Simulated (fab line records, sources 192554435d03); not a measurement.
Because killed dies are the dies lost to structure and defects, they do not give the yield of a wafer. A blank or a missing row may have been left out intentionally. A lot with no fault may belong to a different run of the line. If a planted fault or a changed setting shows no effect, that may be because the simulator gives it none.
fab line records -- flow n5_finfet
record lots=11, wafers=29, last_day=17
route steps=1938 shown FIN_CUT@169 STI_FIN_REVEAL@196 BEOL_M4@1111 PASSIVATION@1936
lots that met no fault: taken from a fault-free run of the same line
start_h: hours from the record's first day to the start of the lot's first wafer shown -- wait_h: hours elapsed since this lot's preceding step -- " same as the row above -- L1.1+2: a single row standing in for several wafers -- - either no value or no given start -- * or withheld: withheld -- < > ~ a bound
route shown NAME@n: names a module that has steps shown in the file, with the first one's number in the route -- usual: mean/standard deviation taken from wafers without a fault -- same: alike in all rows -- chamber/n: place in a boat -- sites: each site's reading -- _std_site: standard deviation across them -- _edge_site: mean of outer sites minus mean of inner sites -- radius_mm: for every site, how far away it sits from the centre of the wafer -- mask NAME#n: copy n -- behind: the most recent tool/chamber to have shaped the wafer -- hold: why the lot went on hold/how many hours it stayed there/how the hold came to an end -- device: the n, p or np transistor that did not switch -- end of line: tests of these same wafers at the route's end -- a step with no rows: only its recipe -- killed: not the wafer's yield, but the dies lost to structure and defects at the first sort -- map: the dies of a wafer, with x for killed, . for not killed, _ for no die there
set.NAME: the setting as run; set.NAME@STEP: as run at that earlier step -- model.NAME: the simulator's own value behind a step, which no gauge read
steps of the route over a sample of lots; a table a step, a row a wafer
services: the hour from which a tool's chamber was out of use, counted from the record's first day as start_h (under 0 if before that day), plus the number of hours and why
## steps
# step N5_FIN_CUT_ETCH_21
# recipe chemistry=N2/H2, target=SOC, target_depth_a=2190, overetch_a=438, mask_material=SiARC, temp_c=40, ion_energy_ev=100, bias_w=61, time_s=523.5, pressure_mtorr=30, source_w=850, n2_flow_sccm=200, h2_flow_sccm=200
# usual drypump_motor_current_A=5.8/0.56, n2_flow_sccm=199.9/0.6, oes_product_au=0.75/0.074, rf_vpp_V=241.3/1.2, showerhead_plenum_p_Torr=2.58/0.084, throttle_valve_pct=17.82/0.23
# same time_s=523.5
lot.wafer,tool,chamber,start_h,wait_h,drypump_motor_current_A,n2_flow_sccm,oes_product_au,rf_hours_counter_h,rf_vpp_V,showerhead_plenum_p_Torr,throttle_valve_pct
L777.1,rie_diel-01,3,27.15,0.0,5.2,199.9,0.82,18,241.1,2.59,17.86
L777.2,rie_diel-01,1,27.15,0.0,5.5,198.0,0.85,23,240.9,2.61,17.36
L778.2,rie_diel-01,0,35.60,0.0,6.8,200.0,0.87,9,244.5,2.73,17.70
L778.3,rie_diel-01,3,35.60,0.0,5.2,199.5,0.82,21,241.4,2.59,17.88
L778.6,rie_diel-01,1,35.60,0.0,5.5,200.3,0.85,-,240.2,2.61,17.37
L781.1,rie_diel-04,0,50.70,0.0,6.5,199.6,0.67,192,241.7,2.65,18.02
L781.2,rie_diel-04,1,50.70,0.0,5.5,200.2,0.75,76,239.5,2.59,17.90
L781.5,rie_diel-04,2,50.70,0.0,6.5,199.4,0.72,-,239.6,2.46,18.05
L790.1,rie_diel-01,1,105.92,0.0,5.5,200.1,0.82,47,240.2,2.60,17.38
L790.3,rie_diel-01,3,105.92,0.0,5.2,199.6,0.77,41,241.3,2.58,17.91
L790.6,rie_diel-01,3,105.92,0.0,5.2,200.1,0.79,-,240.7,2.58,17.90
L792.3,rie_diel-05,3,116.30,0.0,6.3,199.2,0.76,78,241.7,2.56,18.10
L792.4,rie_diel-05,1,116.30,0.0,5.8,199.9,0.70,132,239.6,2.44,18.06
L792.5,rie_diel-05,3,116.30,0.0,6.3,200.0,0.76,-,240.9,2.56,18.10
L794.1,rie_diel-05,1,129.55,0.0,5.8,200.1,0.71,136,239.8,2.44,18.06
L794.2,rie_diel-05,0,129.55,0.0,5.7,199.6,0.74,86,241.9,2.68,17.53
L794.4,rie_diel-05,2,129.55,0.0,5.2,200.1,0.69,157,240.5,2.55,17.73
L795.3,rie_diel-04,3,135.24,0.0,5.3,200.7,0.65,229,241.2,2.62,17.80
L795.4,rie_diel-04,2,135.24,0.0,6.5,199.1,0.71,123,240.6,2.45,18.10
L796.3,rie_diel-01,2,140.10,0.0,5.3,199.9,0.89,3,239.8,2.49,17.65
L796.4,rie_diel-01,1,140.10,0.0,5.5,199.4,0.79,-,240.6,2.59,17.43
L796.5,rie_diel-01,0,140.10,0.0,6.8,199.5,0.80,-,243.2,2.72,17.77
L797.2,rie_diel-04,3,146.59,0.0,5.4,199.2,0.65,233,240.8,2.61,17.80
L797.5,rie_diel-04,0,146.59,0.0,6.5,199.6,0.65,-,241.0,2.63,18.08
L798.4,rie_diel-01,2,152.87,0.2,5.3,200.6,0.88,-,241.8,2.49,17.66
L798.6,rie_diel-01,0,152.87,0.2,6.8,200.0,0.80,-,243.5,2.71,17.77
L800.1,rie_diel-05,3,165.78,0.0,6.3,199.2,0.75,94,241.8,2.55,18.14
L800.3,rie_diel-05,0,165.78,0.0,5.7,199.8,0.72,98,242.0,2.68,17.55
L800.4,rie_diel-05,2,165.78,0.0,5.2,199.9,0.68,168,241.9,2.54,17.74
# step N5_FIN_CUT_PRECLEAN_35
# recipe time_s=13.3, temp_c=45, pressure_torr=125, p_hf_torr=3, p_coreactant_torr=25, chemistry=vHF
# usual drypump_motor_current_A=5.9/0.51
# same time_s=13.3
lot.wafer,tool,chamber,start_h,wait_h,drypump_motor_current_A
L777.1,vapor_etch-01,0,27.61,0.0,5.0
L777.2,vapor_etch-01,1,27.61,0.0,6.2
L778.2,vapor_etch-02,0,36.08,0.1,6.2
L778.3,vapor_etch-02,0,36.08,0.1,6.2
L778.6,vapor_etch-02,0,36.08,0.1,6.2
L781.1,vapor_etch-01,1,51.16,0.0,6.2
L781.2,vapor_etch-01,0,51.16,0.0,5.0
L781.5,vapor_etch-01,0,51.16,0.0,5.0
L790.1,vapor_etch-02,1,106.38,0.0,6.2
L790.3,vapor_etch-02,0,106.38,0.0,6.2
L790.6,vapor_etch-02,0,106.38,0.0,6.2
L792.3,vapor_etch-02,1,116.78,0.1,6.2
L792.4,vapor_etch-02,0,116.78,0.1,6.2
L792.5,vapor_etch-02,1,116.78,0.1,6.2
L794.1,vapor_etch-01,0,130.01,0.0,5.0
L794.2,vapor_etch-01,1,130.01,0.0,6.2
L794.4,vapor_etch-01,0,130.01,0.0,5.0
L795.3,vapor_etch-02,1,135.72,0.1,6.2
L795.4,vapor_etch-02,0,135.72,0.1,6.2
L796.3,vapor_etch-01,1,140.58,0.1,6.2
L796.4,vapor_etch-01,0,140.58,0.1,5.0
L796.5,vapor_etch-01,0,140.58,0.1,5.0
L797.2,vapor_etch-02,1,147.05,0.0,6.2
L797.5,vapor_etch-02,1,147.05,0.0,6.2
L798.4,vapor_etch-01,1,153.20,0.0,6.2
L798.6,vapor_etch-01,0,153.20,0.0,5.0
L800.1,vapor_etch-02,1,166.23,0.0,6.2
L800.3,vapor_etch-02,0,166.23,0.0,6.2
L800.4,vapor_etch-02,1,166.23,0.0,6.2
# step N5_STI_FIN_REVEAL_RECESS_09
# recipe chemistry=HF/NH3, target=SiO2, afs_cycles=11, target_depth_a=425, temp_c=30, sublimation_temp_c=180, sublimation_time_s=60
# usual drypump_motor_current_A=6.0/0.45
lot.wafer,tool,chamber,start_h,wait_h,drypump_motor_current_A
L777.1,vapor_etch-01,1,34.05,0.0,6.2
L777.2,vapor_etch-01,0,34.05,0.0,5.0
L778.2,vapor_etch-02,0,43.53,0.6,6.2
L778.3,vapor_etch-02,0,43.53,0.6,6.2
L778.6,vapor_etch-02,0,45.65,2.7,6.2
L781.1,vapor_etch-02,0,58.15,0.0,6.2
L781.2,vapor_etch-02,0,58.15,0.0,6.2
L781.5,vapor_etch-02,0,60.27,2.1,6.2
L790.1,vapor_etch-02,0,112.78,0.0,6.2
L790.3,vapor_etch-02,1,112.78,0.0,6.2
L790.6,vapor_etch-02,0,112.78,0.0,6.2
L792.3,vapor_etch-02,0,124.14,0.7,6.2
L792.4,vapor_etch-02,1,124.14,0.7,6.2
L792.5,vapor_etch-02,0,124.14,0.7,6.2
L794.1,vapor_etch-02,1,136.33,0.1,6.2
L794.2,vapor_etch-02,0,136.33,0.1,6.2
L794.4,vapor_etch-02,0,136.33,0.1,6.2
L795.3,vapor_etch-02,1,142.75,0.7,6.2
L795.4,vapor_etch-02,0,142.75,0.7,6.2
L796.3,vapor_etch-01,1,147.44,0.6,6.2
L796.4,vapor_etch-01,0,147.44,0.6,5.0
L796.5,vapor_etch-01,1,147.44,0.6,6.2
L797.2,vapor_etch-02,0,153.60,0.0,6.2
L797.5,vapor_etch-02,0,154.66,1.1,6.2
L798.4,vapor_etch-01,0,160.04,0.6,5.0
L798.6,vapor_etch-01,0,160.04,0.6,5.0
L800.1,vapor_etch-01,1,172.56,0.0,6.2
L800.3,vapor_etch-01,0,172.56,0.0,5.0
L800.4,vapor_etch-01,1,172.56,0.0,6.2
# step N5_STI_FIN_REVEAL_STRIP_35
# recipe chemistry=H3PO4, material=Si3N4, temp_c=165, target_depth_a=40, time_s=39
# same time_s=39
lot.wafer,tool,chamber,start_h,wait_h
L777.1+2,wet_bench-01,"0,6",37.03,0.2
L778.2+3+6,wet_bench-03,"4,2,6",47.06,0.2
L781.1+2+5,wet_bench-03,"7,4,0",62.23,0.2
L790.1+3+6,wet_bench-06,"7,5,2",115.24,0.2
L792.3+4+5,wet_bench-01,"7,6,0",126.41,0.1
L794.1+2+4,wet_bench-01,"5,0,6",139.30,0.2
L795.3+4,wet_bench-06,"3,4",145.02,0.1
L796.3+4+5,wet_bench-06,"7,0,1",149.36,0.1
L797.2+5,wet_bench-06,"1,7",156.05,0.2
L798.4+6,wet_bench-01,"6,2",161.96,0.1
L800.1+3+4,wet_bench-03,"1,6,2",175.05,0.2
# step N5_STI_FIN_REVEAL_INSPECT_13
# recipe inspect_instrument=darkfield, mode=post_clean
# usual raw_defect_count=11/5.1
lot.wafer,tool,chamber,start_h,wait_h,raw_defect_count
L777.1,defect_inspect-01,-,37.37,0.0,22
L777.2,defect_inspect-01,-,37.37,0.0,12
L778.2,defect_inspect-02,-,47.40,0.0,7
L778.3,defect_inspect-02,-,47.40,0.0,8
L778.6,defect_inspect-02,-,47.40,0.0,19
L781.1,defect_inspect-02,-,62.58,0.0,21
L781.2,defect_inspect-02,-,62.58,0.0,1411
L781.5,defect_inspect-02,-,62.58,0.0,4
L790.1,defect_inspect-02,-,115.59,0.0,10
L790.3,defect_inspect-02,-,115.59,0.0,15
L790.6,defect_inspect-02,-,115.59,0.0,23
L792.3,defect_inspect-01,-,126.76,0.0,9
L792.4,defect_inspect-01,-,126.76,0.0,8
L792.5,defect_inspect-01,-,126.76,0.0,15
L794.1,defect_inspect-02,-,139.65,0.0,10
L794.2,defect_inspect-02,-,139.65,0.0,12
L794.4,defect_inspect-02,-,139.65,0.0,28
L795.3,defect_inspect-02,-,145.36,0.0,13
L795.4,defect_inspect-02,-,145.36,0.0,13
L796.3,defect_inspect-01,-,149.70,0.0,9
L796.4,defect_inspect-01,-,149.70,0.0,6
L796.5,defect_inspect-01,-,149.70,0.0,7
L797.2,defect_inspect-01,-,156.39,0.0,20
L797.5,defect_inspect-01,-,156.39,0.0,7
L798.4,defect_inspect-02,-,162.30,0.0,8
L798.6,defect_inspect-02,-,162.30,0.0,5
L800.1,defect_inspect-01,-,175.40,0.0,5
L800.3,defect_inspect-01,-,175.40,0.0,12
L800.4,defect_inspect-01,-,175.40,0.0,11
# step N5_BEOL_M4_RC_MEAS_101
# usual DIBL_N=36.3/1.6, DIBL_P=36.2/2, IOFF_N=0.160/0.028, IOFF_P=0.21/0.036, ION_N=677/11, ION_P=465/6.9, SS_N=71.5/0.55, SS_P=73.3/0.64, VT_N=250/3, VT_P=-250/3.5
lot.wafer,tool,chamber,start_h,wait_h,DIBL_N[mV/V],DIBL_P[mV/V],IOFF_N[nA/um],IOFF_P[nA/um],ION_N[uA/um],ION_P[uA/um],SS_N[mV/dec],SS_P[mV/dec],VT_N[mV],VT_P[mV]
L777.1,prober-01,0,164.88,0.0,40.7,40.5,0.246,0.30,688,472,71.9,73.7,243,-246
L777.2,prober-01,0,164.88,0.0,39.1,38.7,0.186,0.25,671,466,72.2,74.2,247,-248
L778.2,prober-02,0,168.04,0.2,35.3,35.1,0.145,0.20,682,464,70.8,72.4,250,-248
L778.3,prober-02,0,168.04,0.2,36.1,35.6,0.159,0.21,679,471,70.7,72.5,248,-247
L778.6,prober-02,0,168.04,0.2,36.5,36.0,0.167,0.22,675,462,70.7,72.9,249,-251
L781.1,prober-01,0,200.16,0.0,33.3,33.7,0.114,0.15,660,456,70.6,72.6,256,-255
L781.2,prober-01,0,200.16,0.0,34.5,34.8,0.136,0.17,679,470,70.5,72.8,255,-252
L781.5,prober-01,0,200.16,0.0,34.5,33.9,0.139,0.16,669,457,71.2,73.1,252,-254
L790.1,prober-01,0,242.18,0.0,37.0,36.9,0.165,0.19,680,460,72.2,73.3,249,-254
L790.3,prober-01,0,242.18,0.0,36.2,37.5,0.169,0.20,685,469,71.6,73.2,251,-252
L790.6,prober-01,0,242.18,0.0,37.1,37.5,0.171,0.20,691,471,72.1,74.1,249,-256
L792.3,prober-01,0,275.85,0.3,39.2,41.0,0.242,0.30,688,471,72.4,74.4,243,-245
L792.4,prober-01,0,275.85,0.3,36.6,37.4,0.177,0.23,682,470,72.3,73.9,247,-248
L792.5,prober-01,0,275.85,0.3,36.7,37.9,0.181,0.24,679,469,72.8,73.5,247,-246
L794.1,prober-02,0,276.75,0.0,34.3,35.0,0.128,0.18,662,465,71.2,72.5,253,-251
L794.2,prober-02,0,276.75,0.0,33.1,34.0,0.112,0.17,660,458,71.3,72.6,255,-252
L794.4,prober-02,0,276.75,0.0,35.6,37.1,0.155,0.21,689,472,71.4,73.0,249,-252
L796.3,prober-02,0,280.67,0.3,35.7,34.2,0.147,0.22,666,458,71.0,72.6,250,-248
L796.4,prober-02,0,280.67,0.3,38.5,38.1,0.206,0.27,692,471,72.0,74.1,245,-246
L796.5,prober-02,0,280.67,0.3,37.5,35.7,0.178,0.23,697,476,71.6,73.1,249,-250
L795.3,prober-01,0,280.76,0.3,36.1,36.7,0.142,0.19,666,457,71.4,73.5,254,-251
L795.4,prober-01,0,280.76,0.3,34.9,35.5,0.133,0.18,673,463,71.2,72.8,252,-251
L797.2,prober-01,0,300.23,0.2,33.4,31.5,0.118,0.16,669,455,71.0,72.4,252,-255
L797.5,prober-01,0,300.23,0.2,32.2,30.3,0.107,0.15,668,461,69.9,72.7,255,-254
L798.4,prober-02,0,300.57,0.5,34.3,34.8,0.135,0.20,665,463,71.1,73.0,251,-249
L798.6,prober-02,0,300.57,0.5,34.5,34.4,0.128,0.18,665,462,70.9,73.1,253,-252
L800.1,prober-02,0,309.49,0.0,36.5,36.4,0.155,0.19,671,453,72.0,73.5,250,-254
L800.3,prober-02,0,309.49,0.0,35.6,35.2,0.144,0.16,678,456,71.4,73.4,251,-257
L800.4,prober-02,0,309.49,0.0,36.0,35.8,0.139,0.17,670,452,71.6,73.5,249,-253
# step N5_PASSIVATION_PROBE_49
# usual defect_limited_yield=91.2/1.5, killed_at_M0_to_M3=36/10, killed_at_M4_up=13/6, killed_at_contacts=11/5.2, killed_at_front_end=40/11, killed_at_other=3.1/2.9, killed_dies=104/17, killed_open=66/12, killed_short=34/7.7, sort_bin_5_function=5.1/0.91, sort_bin_6_memory=3.2/0.67, sort_n_pass=1076/17, sort_yield_pct=91.2/1.5
# same gross_dies=1180, killed_at_back_side=0, sort_bin_4_leakage[%]=0, sort_bin_8_speed[%]=0
lot.wafer,tool,chamber,start_h,wait_h,defect_limited_yield[%],killed_at_M0_to_M3,killed_at_M4_up,killed_at_contacts,killed_at_front_end,killed_at_other,killed_dies,killed_open,killed_short,sort_bin_5_function[%],sort_bin_6_memory[%],sort_n_pass,sort_yield_pct[%]
L781.1,prober-01,-,301.01,0.3,91.7,37,23,11,18,9,98,69,24,4.5,3.3,1082,91.7
L781.2,prober-01,-,301.06,0.3,79.7,31,17,11,174,6,239,66,17,11.8,4.3,941,79.7
L781.5,prober-01,-,301.21,0.5,88.9,46,22,9,43,11,131,84,37,5.8,4.3,1049,88.9
# killed by level:class
L781.1 BEOL_M1:geometric_particle:open=13 BEOL_M4:geometric_particle:open=10 MOL_CONTACT_COAG:geometric_particle:open=8 BEOL_M0:geometric_particle:open=7 STI_FIN_REVEAL:geometric_particle:open=6 BEOL_M0_SAQP:geometric_particle:open=6 BEOL_M4:geometric_particle:short=6 PASS1_CAP:geometric_particle:open=4
L781.2 STI_FIN_REVEAL:unspecified=156 BEOL_M4:geometric_particle:open=11 MOL_CONTACT_COAG:geometric_particle:open=10 FIN_SAQP:geometric_particle:open=7 BEOL_M0_SAQP:geometric_particle:open=7 BEOL_M0:geometric_particle:open=7 BEOL_M3:geometric_particle:open=7 STI_FIN_REVEAL:geometric_particle:open=4
L781.5 BEOL_M0_SAQP:geometric_particle:open=11 STI_FIN_REVEAL:geometric_particle:open=10 BEOL_M0_SAQP:geometric_particle:short=10 BEOL_M2:geometric_particle:open=10 BEOL_M4:geometric_particle:open=9 MOL_CONTACT_COAG:geometric_particle:open=7 BEOL_M3:geometric_particle:open=7 FIN_SAQP:geometric_particle:short=6
## services
tool,chamber,start_h,hours,kind
rie_diel-01,0,5.88,2.0,repair
wet_bench-01,-,18.71,2.2,repair
vapor_etch-01,-,80.30,8.8,repair
wet_bench-06,-,82.61,3.9,repair
rie_diel-05,1,95.99,7.9,repair
rie_diel-01,2,104.60,-,clean
rie_diel-01,2,104.60,-,consumable_replace:focus_ring
rie_diel-01,2,104.60,26.7,scheduled_down
rie_diel-01,2,104.60,26.7,vent_cycle
rie_diel-01,3,108.65,45.3,repair
rie_diel-05,0,121.56,1.7,repair
vapor_etch-01,-,167.29,2.8,pm
## key
first_sign step=N5_STI_FIN_REVEAL_INSPECT_13, reading=raw_defect_count, direction=up, sigmas=99+, usual=11, struck=1411
effect step=N5_PASSIVATION_PROBE_49, reading=killed_at_front_end, direction=up, sigmas=12, usual=40, struck=174
more_kills_born_at N5_STI_FIN_REVEAL_STRIP_35@wet_bench-03=156
met_at N5_STI_FIN_REVEAL_STRIP_35
struck_lots L781
struck_wafers L781.2
not_acting_at N5_FIN_CUT_ETCH_21,N5_FIN_CUT_PRECLEAN_35,N5_STI_FIN_REVEAL_RECESS_09
onset_between 47.06 62.23
fault kind=chamber_particle_source, tool=wet_bench-03, chamber=4, onset_h=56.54, steps=N5_STI_FIN_REVEAL_STRIP_35, rate_per_visit_cm2=2.1359, end_h=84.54
